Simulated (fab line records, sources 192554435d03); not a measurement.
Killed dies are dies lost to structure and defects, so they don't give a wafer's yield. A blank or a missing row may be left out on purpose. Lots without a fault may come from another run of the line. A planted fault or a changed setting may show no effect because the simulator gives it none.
Chamber matching | flow n5_finfet | N5_BEOL_M0_SAQP_ILD_DEP_01 on pecvd-02: 3 sister chambers
The step deposits SiOC from DEMS/O2, target thk 45.419 nm, time 8.7 s. 3 wafers are shown with their chamber, then 10 later ones without.

WAFERS WITH THEIR CHAMBER
wafer  | chamber | throttle_valve_pct (%)
L087.5 | 1       | 12.1
L090.4 | 2       | 10.5
L090.5 | 0       | 11.6

WAFERS WITHOUT THEIR CHAMBER
wafer  | throttle_valve_pct (%)
L090.6 | 11.1
L094.4 | 11.5
L094.5 | 11.0
L094.6 | 12.3
L095.2 | 12.3
L095.3 | 10.9
L095.5 | 10.8
L097.3 | 11.3
L097.4 | 10.9
L097.6 | 11.4

WHICH CHAMBER EACH WENT THROUGH
wafer  | from the rows above          | in truth
L090.6 | can't be placed: 0 or 2 or 1 | 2
L094.4 | can't be placed: 0 or 1      | 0
L094.5 | can't be placed: 2 or 0 or 1 | 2
L094.6 | can't be placed: 1 or 0      | 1
L095.2 | can't be placed: 1 or 0      | 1
L095.3 | can't be placed: 2 or 0      | 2
L095.5 | can't be placed: 2 or 0      | 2
L097.3 | can't be placed: 0 or 1 or 2 | 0
L097.4 | can't be placed: 2 or 0      | 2
L097.6 | can't be placed: 0 or 1      | 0
Placed correctly: 0 of 10. Can't be placed from these rows: 10 (the true chamber is among the candidates in 10). Placed wrongly: 0.
How it was worked out, from the rows above alone: a wafer's distance from a chamber is the root of the sum, over the readings, of the square of ((its reading less the chamber's mean) divided by the reading's scatter). The wafer belongs to the nearest chamber; if the next one is less than 2 further off, it can't be placed. A chamber's mean is the mean of its shown wafers. The scatter: with one shown wafer a chamber, the root of the mean of the squares of how far each hidden wafer lies from its nearest shown one.
